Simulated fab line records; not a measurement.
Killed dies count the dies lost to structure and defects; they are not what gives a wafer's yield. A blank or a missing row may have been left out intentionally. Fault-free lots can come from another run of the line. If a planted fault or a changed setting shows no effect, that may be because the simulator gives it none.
Chamber matching	flow nand_harc	NHARC_P_GATE_ETCH_32 on rie_si-03 has 4 sister chambers
The step etches the open film in HBr/Cl2, target depth 150 nm, time 100.1 s. 4 wafers are shown with their chamber, then 7 later ones without.

== WAFERS WITH THEIR CHAMBER ==
wafer	chamber	drypump_motor_current_A (A)
L729.1	2	5.67
L730.4	3	5.50
L731.1	1	5.22
L731.4	0	5.50

== WAFERS WITHOUT THEIR CHAMBER ==
wafer	drypump_motor_current_A (A)
L731.5	5.49
L732.2	5.50
L732.3	5.21
L732.6	5.69
L734.2	5.23
L734.4	5.48
L734.5	5.23

== WHICH CHAMBER EACH WENT THROUGH ==
wafer	from the rows above	in truth
L731.5	can't be placed: 0 or 3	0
L732.2	can't be placed: 0 or 3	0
L732.3	1	1
L732.6	2	2
L734.2	1	1
L734.4	can't be placed: 0 or 3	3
L734.5	1	1
4 of 7 placed correctly. Unplaceable from these rows: 3, with the true chamber sitting among the candidates in 3. Wrongly placed: 0.
How it was worked out, from the rows above alone: a wafer's distance from a chamber is the root of the sum, over the readings, of the square of ((its reading less the chamber's mean) divided by the reading's scatter). The wafer belongs to the nearest chamber; if the next one is less than 2 further off, it can't be placed. The mean given for a chamber averages the wafers shown for that chamber. The scatter: with one shown wafer a chamber, the root of the mean of the squares of how far each hidden wafer lies from its nearest shown one.
